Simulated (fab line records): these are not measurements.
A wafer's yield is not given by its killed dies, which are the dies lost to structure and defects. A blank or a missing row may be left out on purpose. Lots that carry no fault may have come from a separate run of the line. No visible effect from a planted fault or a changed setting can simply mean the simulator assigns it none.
Which tool is to blame? || flow nand-harc || Sampling: 6 lots, 18 wafers, 5 of 1159 route steps

## WHAT THE GAUGES READ, wafer by wafer
NHARC_END_SORT_01.
{"lot": "L464", "measured": "day 20 21:31", "on": "prober-02", "defect-limited-yield (%)": "93.2 93.8 95.9"}
{"lot": "L468", "measured": "day 22 09:44", "on": "prober-02", "defect-limited-yield (%)": "20.2 19.9 21.6"}

## TOOL THAT RAN EACH LOT (tool first, then ch and the chambers of the sampled wafers, then the start)
{"lot": "L458", "NHARC_A_M0_ECD_22": "ecd-cu-02 ch 0,1, day 17 22:46", "NHARC_THIN_TSV_CMP_01": "cmp-04 ch 2,3, day 18 19:35", "NHARC_THIN_TSV_STRIP_45": "plasma-asher-01 ch 0,1, day 18 22:02", "NHARC_THIN_TSV_CMP_21": "cmp-03 ch 0,1,3, day 19 01:16"}
{"lot": "L460", "NHARC_A_M0_ECD_22": "ecd-cu-01 ch 0,1, day 18 06:51", "NHARC_THIN_TSV_CMP_01": "cmp-03 ch 0,1, day 19 09:13", "NHARC_THIN_TSV_STRIP_45": "plasma-asher-01 ch 0,1, day 19 11:34", "NHARC_THIN_TSV_CMP_21": "cmp-03 ch 1,2, day 19 14:52"}
{"lot": "L464", "NHARC_A_M0_ECD_22": "ecd-cu-01 ch 1, day 19 04:50", "NHARC_THIN_TSV_CMP_01": "cmp-03 ch 0,2,3, day 20 03:18", "NHARC_THIN_TSV_STRIP_45": "plasma-asher-02 ch 1, day 20 05:30", "NHARC_THIN_TSV_CMP_21": "cmp-04 ch 0,1,3, day 20 08:47"}
{"lot": "L468", "NHARC_A_M0_ECD_22": "ecd-cu-01 ch 0,1, day 20 17:25", "NHARC_THIN_TSV_CMP_01": "cmp-02 ch 0,3, day 21 16:09", "NHARC_THIN_TSV_STRIP_45": "plasma-asher-02 ch 0,1, day 21 18:31", "NHARC_THIN_TSV_CMP_21": "cmp-02 ch 0,2, day 21 21:48"}
{"lot": "L473", "NHARC_A_M0_ECD_22": "ecd-cu-02 ch 0,1, day 21 18:16", "NHARC_THIN_TSV_CMP_01": "cmp-04 ch 0,3, day 22 16:41", "NHARC_THIN_TSV_STRIP_45": "plasma-asher-02 ch 0,1, day 22 19:12", "NHARC_THIN_TSV_CMP_21": "cmp-03 ch 2,3, day 22 22:32"}
{"lot": "L478", "NHARC_A_M0_ECD_22": "ecd-cu-02 ch 0,1, day 23 01:25", "NHARC_THIN_TSV_CMP_01": "cmp-03 ch 0,1, day 24 00:47", "NHARC_THIN_TSV_STRIP_45": "plasma-asher-01 ch 0,1, day 24 03:16", "NHARC_THIN_TSV_CMP_21": "cmp-04 ch 0,1, day 24 06:32"}
- NHARC_A_M0_ECD_22: material Cu, target thk 400 nm.
- NHARC_THIN_TSV_CMP_01: polishes.
- NHARC_THIN_TSV_STRIP_45: strips in O2.
- NHARC_THIN_TSV_CMP_21: polishes, t overpolish 30 s, target thk 2000 nm.

## THE ANSWER, worked out from the rows above alone
Rule: usual is defined by the lots themselves. The widest of any qualifying gaps counts: lots, ordered by their means at a reading, are off when they make up no more than a third of the lots, leave a main group of 4 or more, and stand apart from it by 3 or more times the standard deviation of that group's means. The tables above print the reading to a certain number of digits; a main group whose means all agree to those digits is not used. Also off: a lot with no number at a reading for which 4 or more lots have one. The other lots that the step has rows for count as sound.
Nothing can be told from this: no lot is off at any reading shown.

## WHAT THE SIMULATOR PUT IN
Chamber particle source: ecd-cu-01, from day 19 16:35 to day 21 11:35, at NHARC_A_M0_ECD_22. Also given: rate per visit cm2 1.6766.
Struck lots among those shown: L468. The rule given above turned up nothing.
